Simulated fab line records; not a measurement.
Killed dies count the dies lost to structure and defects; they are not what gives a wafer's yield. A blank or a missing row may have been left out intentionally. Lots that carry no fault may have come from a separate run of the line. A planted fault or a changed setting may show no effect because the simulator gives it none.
Matching of chambers + flow n5 finfet + 3 sister chambers for N5_BEOL_M1_ILD_DEP_00 on pecvd-04
The step deposits SiOC from DEMS/O2, target thk 79 nm, time 15.3 s. 14 wafers are shown with their chamber, then 7 later ones without.

== WAFERS WITH THEIR CHAMBER ==
| wafer  | chamber | throttle valve pct (%) | showerhead vpp V (V) | showerhead plenum p Torr (Torr) |
|--------|---------|------------------------|----------------------|---------------------------------|
| L075.1 | 2       | 12.9                   | 1380                 | 5.706                           |
| L075.3 | 1       | 11.6                   | 1332                 | 5.670                           |
| L075.6 | 1       | 11.8                   | 1358                 | 5.676                           |
| L074.4 | 0       | 11.1                   | 1241                 | 5.701                           |
| L074.5 | 2       | 12.9                   | 1387                 | 5.691                           |
| L074.6 | 1       | 11.8                   | 1379                 | 5.674                           |
| L078.3 | 1       | 11.7                   | 1387                 | 5.687                           |
| L078.4 | 0       | 11.3                   | 1219                 | 5.703                           |
| L078.5 | 1       | 11.7                   | 1350                 | 5.672                           |
| L081.2 | 1       | 11.9                   | 1362                 | 5.666                           |
| L081.3 | 0       | 11.1                   | 1216                 | 5.710                           |
| L081.6 | 0       | 11.2                   | 1247                 | 5.707                           |
| L088.2 | 1       | 11.6                   | 1341                 | 5.669                           |
| L088.3 | 1       | 11.5                   | 1362                 | 5.669                           |

SIGNATURES (averages over the wafers above)
| reading                  | chamber 0 | chamber 1 | chamber 2 | scatter within a chamber |
|--------------------------|-----------|-----------|-----------|--------------------------|
| throttle valve pct       | 11.175    | 11.700    | 12.900    | 0.116                    |
| showerhead vpp V         | 1230.75   | 1358.88   | 1383.50   | 16.7                     |
| showerhead plenum p Torr | 5.70525   | 5.67288   | 5.69850   | 0.00645                  |
Rule: for a wafer and a chamber, the distance is found by dividing, reading by reading, the gap between the wafer's reading and the chamber's mean by the reading's scatter, squaring, summing and taking the root. If the next closest chamber is less than 2 further off than the closest, the wafer can't be placed; otherwise it belongs to the closest. The scatter is the square root of a quotient: the sum, over the shown wafers, of each reading's squared deviation from its chamber's mean, divided by wafers minus chambers.

== WAFERS WHOSE CHAMBER IS MISSING ==
| wafer  | throttle valve pct (%) | showerhead vpp V (V) | showerhead plenum p Torr (Torr) |
|--------|------------------------|----------------------|---------------------------------|
| L088.4 | 11.5                   | 1239                 | 5.708                           |
| L097.2 | 11.4                   | 1217                 | 5.688                           |
| L097.3 | 11.1                   | 1412                 | 5.703                           |
| L097.5 | 11.1                   | 1380                 | 5.716                           |
| L096.3 | 11.3                   | 1243                 | 5.690                           |
| L096.4 | 11.8                   | 1339                 | 5.681                           |
| L096.5 | 11.0                   | 1385                 | 5.717                           |

== THE CHAMBER EACH PASSED THROUGH ==
| wafer  | from the rows above     | in truth                   |
|--------|-------------------------|----------------------------|
| L088.4 | 0                       | 0                          |
| L097.2 | 0                       | 0                          |
| L097.3 | 1                       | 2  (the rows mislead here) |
| L097.5 | can't be placed: 1 or 0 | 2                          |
| L096.3 | 0                       | 0                          |
| L096.4 | 1                       | 1                          |
| L096.5 | can't be placed: 1 or 0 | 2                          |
4 of 7 placed correctly. These rows do not allow placing 2 (true chamber among the candidates in 0). Wrongly placed: 1.
